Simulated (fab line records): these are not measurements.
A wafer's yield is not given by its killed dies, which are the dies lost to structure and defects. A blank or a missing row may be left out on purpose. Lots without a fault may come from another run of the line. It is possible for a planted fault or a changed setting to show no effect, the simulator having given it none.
A struck lot beside a sound one ; flow n5Finfet ; 38 out of 1938 route steps
Sound: the wafers L835.1, L835.5, L835.6. Struck: wafer L830.1. (L830.5, L830.6 of the same lot were not struck and are left out.) The cause comes at the end.
Per side, at each step with rows, come the tool, then ch with its chambers, and then its first start. Under that, the readings that differ: sound wafers ; struck wafers ; difference of the means ; sigmas: that difference in standard deviations of wafers without a fault.
alike: same words and numbers on both sides, and readings whose means sit less than 2 such deviations apart. not compared: any withheld reading, any reading some wafer has no value for, any bound like >300 that may hide the same value, and any number with overlapping values for which the record gives no deviation.
Wherever a step has rows on one side only, a row that says differs or no value, or a row with sigmas, the two part there. Numbers that don't overlap but have no deviation are shown without sigmas and don't part them. A reading that every wafer of one side lacks parts them only if that side has two wafers or more.

first, 9 steps without rows for these wafers: N5_BEOL_M4_ANNEAL_95 (time 240 s); N5_BEOL_M4_SPUTTER_96 (material Cu, target thk 4.5 nm, time 8.29 s); N5_BEOL_M4_ECD_50 (material Cu, target thk 300 nm); N5_BEOL_M4_ANNEAL_51 (time 90 s); N5_BEOL_M4_CMP_52 (polishes, stops on SiOC, t overpolish 6.8 s, target thk 40 nm); N5_BEOL_M4_PRE_CLEAN_60 (time 15 s); N5_BEOL_M4_CO_CAP_55 (material Co, precursor CCTBA/H2, target thk 2 nm, time 102.1 s); N5_BEOL_M4_PRE_CLEAN_56 (time 15 s); N5_BEOL_M4_DEP_57 (deposits SiCN from 3MS/NH3, target thk 8 nm, time 14 s).
N5_BEOL_M4_RC_MEAS_101:
  sound on prober-01 ch 0, day 13 08:50; struck on prober-02 ch 0, day 12 04:45
  alike: DIBL_N, DIBL_P, IOFF_N, IOFF_P, ION_N, ION_P, SS_N, SS_P, VT_N, VT_P
then, 24 steps without rows for these wafers: N5_BEOL_M5_ILD_DEP_00 (deposits SiCOH lowk from DEMS/porogen, target thk 140.64 nm, time 25.9 s); N5_BEOL_M5_CURE_79 (cures SiCOH lowk, time 240 s); N5_BEOL_M5_PECVD_70 (deposits SiO2 from TEOS/O2, target thk 16 nm, time 18 s); N5_BEOL_M5_HM_DEP_02 (deposits TiN, target thk 20 nm); N5_BEOL_M5_COAT_59 (time 60 s, resist thk 60 nm); N5_BEOL_M5_COAT_60 (time 60 s, resist thk 12 nm); N5_BEOL_M5_COAT_71 (time 60 s, resist thk 5 nm); N5_BEOL_M5_COAT_05 (resist thk 30 nm); N5_BEOL_M5_EBR_07; N5_BEOL_M5_SOFTBAKE_06 (time 60 s); N5_BEOL_M5_EXPOSE_08 (exposes mask M5, target cd 28 nm); N5_BEOL_M5_PEB_09 (peb time 60 s); N5_BEOL_M5_DEVELOP_10 (develop time 30 s); N5_BEOL_M5_DESCUM_16 (chemistry O2, time 7 s); N5_BEOL_M5_ETCH_72 (etches underlayer in N2/H2, target depth 6.5 nm, time 5.2 s); N5_BEOL_M5_ETCH_61 (etches SiARC in CF4, target depth 15.6 nm, time 26 s); N5_BEOL_M5_ETCH_62 (etches SOC in N2/H2, target depth 75 nm, overetch 15 nm, time 112.5 s); N5_BEOL_M5_STRIP_63 (strips in N2/H2); N5_BEOL_M5_STRIP_73 (strips in N2/H2); N5_BEOL_M5_STRIP_64 (strips in CF4); N5_BEOL_M5_HM_OPEN_17 (chemistry Cl2/BCl3, target TiN, target depth 20 nm, overetch 6 nm); N5_BEOL_M5_STRIP_19 (strips in O2); N5_BEOL_M5_COAT_65 (time 60 s, resist thk 60 nm); N5_BEOL_M5_COAT_66 (time 60 s, resist thk 12 nm).
-- the record jumps here: 3 days lie between the struck wafers' starts before and after (it left off in module BEOL_M5 and takes up again in module BEOL_M11, whose first step shown is number 1596 of the route) --
N5_BEOL_M11_CMP_52: polishes, stops on SiCOH lowk, t overpolish 7 s, target thk 140 nm.
  sound on cmp-04 ch 0,1, day 15 22:56; struck on cmp-03 ch 2, day 14 19:44
reading;sound;struck;difference;sigmas
barrierFieldEndpointS (s);29.7 30.2 30.0;46.9;+16.9;+23
overpolishRunS (s);6.994 6.997 6.998;0.032;-6.964;-99 or more
timeToEndpointS (s);65.8 68.3 67.6;85.3;+18.1;+6
  alike: clearingPlatenDownForcePsi, motorCurrentA
N5_BEOL_M11_THK_MEAS_53: measures by xrf.
  sound: filmMetro-01 at day 15 23:14; struck: filmMetro-02 at day 14 19:55
reading;sound;struck;difference;sigmas
M11_THK (nm);139.5 140.4 139.0;241.8;+102.2;+49
N5_BEOL_M11_INSPECT_58: inspects for defects (darkfield).
  sound: defectInspect-01 at day 15 23:23; struck: defectInspect-02 at day 14 20:05
reading;sound;struck;difference;sigmas
rawDefectCount;53 101 76;1099;+1022;+51
-- a jump in the record: the struck wafers' starts before and after are 2 days apart (it breaks off in module BEOL_M11 and resumes in module PASSIVATION, where the first step shown is number 1936 of the route) --
N5_PASSIVATION_PROBE_49:
  record: rows for the struck wafers here (prober-02, day 16 20:27), none for the sound ones

## WHERE THEY PART
First at N5_BEOL_M11_CMP_52; last, within this record, at N5_PASSIVATION_PROBE_49.

WHY: what the simulator had put in
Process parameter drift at N5_BEOL_M11_CMP_52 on cmp-03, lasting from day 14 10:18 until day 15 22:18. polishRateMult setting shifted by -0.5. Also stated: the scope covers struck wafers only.
